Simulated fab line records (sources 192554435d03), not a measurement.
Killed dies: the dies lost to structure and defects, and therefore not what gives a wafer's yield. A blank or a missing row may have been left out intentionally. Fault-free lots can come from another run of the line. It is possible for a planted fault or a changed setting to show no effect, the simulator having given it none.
What tool caused it? ; flow n5-finfet ; Sampling: 10 lots, 30 wafers, 5 of 1938 route steps

== WHAT EACH GAUGE READ, for each wafer ==
N5_BEOL_M14_THK_MEAS_50: measures by xrf.
lot;measured;on;M14_THK (nm)
L803;day 11 20:35;film-metro-01;544 588 592
L805;day 12 05:11;film-metro-01;550 562 552
L806;day 12 12:13;film-metro-02;566 558 569
L807;day 12 21:04;film-metro-01;548 547 558
L808;day 13 08:01;film-metro-02;565 533 574
L811;day 13 17:56;film-metro-01;545 595 599
L809;day 13 20:54;film-metro-02;572 534 568
L820;day 16 00:43;film-metro-01;585 541 585
L822;day 16 23:45;film-metro-02;530 537 585
L823;day 17 00:43;film-metro-01;569 570 582

== EACH LOT AND THE TOOL THAT RAN IT (in order: tool; ch and the chambers of the sampled wafers; start) ==
lot;N5_BEOL_M14_STRIP_37;N5_BEOL_M14_ETCH_38;N5_BEOL_M14_SPUTTER_43;N5_BEOL_M14_CMP_49
L803;rie-diel-03 ch 1,2,3, day 11 18:56;rie-diel-03 ch 1,2,3, day 11 19:28 or earlier;pvd-sputter-01, day 11 19:28;cmp-03 ch 1,2, day 11 20:20
L805;rie-diel-02 ch 0,3, day 12 02:05;rie-diel-02 ch 0,3, day 12 04:08 or earlier;pvd-sputter-02, day 12 04:08;cmp-03 ch 0,1, day 12 04:54
L806;rie-diel-06 ch 1,2, day 12 10:13;rie-diel-06 ch 1,2, day 12 11:09 or earlier;pvd-sputter-02, day 12 11:09;cmp-02 ch 0,1, day 12 11:55
L807;rie-diel-03 ch 0,2,3, day 12 18:47;rie-diel-03 ch 0,2,3, day 12 19:26 or earlier;pvd-sputter-02, day 12 19:26;cmp-03 ch 0,1,2, day 12 20:46
L808;rie-diel-03 ch 1,2, day 13 06:13;rie-diel-03 ch 1,2, day 13 06:57 or earlier;pvd-sputter-02, day 13 06:57;cmp-02 ch 1,2,3, day 13 07:47
L811;rie-diel-03 ch 0,1,2, day 13 15:59;rie-diel-03 ch 0,1,2, day 13 16:53 or earlier;pvd-sputter-02, day 13 16:53;cmp-03 ch 1,2,3, day 13 17:41
L809;rie-diel-02 ch 1,2,3, day 13 19:19;rie-diel-02 ch 1,2,3, day 13 19:50 or earlier;pvd-sputter-02, day 13 19:50;cmp-03 ch 1,3, day 13 20:36
L820;rie-diel-02 ch 0,1,3, day 15 23:09;rie-diel-02 ch 0,1,3, day 15 23:39 or earlier;pvd-sputter-03, day 15 23:39;cmp-03 ch 0,1,2, day 16 00:27
L822;rie-diel-06 ch 0,2,3, day 16 21:59;rie-diel-06 ch 0,2,3, day 16 22:30 or earlier;pvd-sputter-03, day 16 22:30;cmp-03 ch 0,1,2, day 16 23:32
L823;rie-diel-06 ch 0,2,3, day 16 22:36;rie-diel-06 ch 0,2,3, day 16 23:25 or earlier;pvd-sputter-03, day 16 23:25;cmp-03 ch 0,2,3, day 17 00:32
- N5_BEOL_M14_STRIP_37: strips in O2.
- N5_BEOL_M14_ETCH_38: etches SiCN in CF4/N2, target depth 106.5 nm, time 120.6 s.
- N5_BEOL_M14_SPUTTER_43: material TaN, target thk 15 nm, time 24.19 s.
- N5_BEOL_M14_CMP_49: polishes, stops on SiO2, t overpolish 5.2 s, target thk 560 nm.

== THE ANSWER, worked out from the rows above alone ==
Rule: the lots themselves supply what counts as usual. The widest of any qualifying gaps counts: lots, ordered by their means at a reading, are off when they make up no more than a third of the lots, leave a main group of 4 or more, and stand apart from it by 3 or more times the standard deviation of that group's means. A main group whose means are all the same, to the digits that the tables above print for the reading, isn't used. Also off: a lot with no number at a reading for which 4 or more lots have one. Where the step has rows for the other lots, those lots are counted as sound.
No lot is off at any reading shown: from this, nothing can be told.

== WHAT THE SIMULATOR PUT IN ==
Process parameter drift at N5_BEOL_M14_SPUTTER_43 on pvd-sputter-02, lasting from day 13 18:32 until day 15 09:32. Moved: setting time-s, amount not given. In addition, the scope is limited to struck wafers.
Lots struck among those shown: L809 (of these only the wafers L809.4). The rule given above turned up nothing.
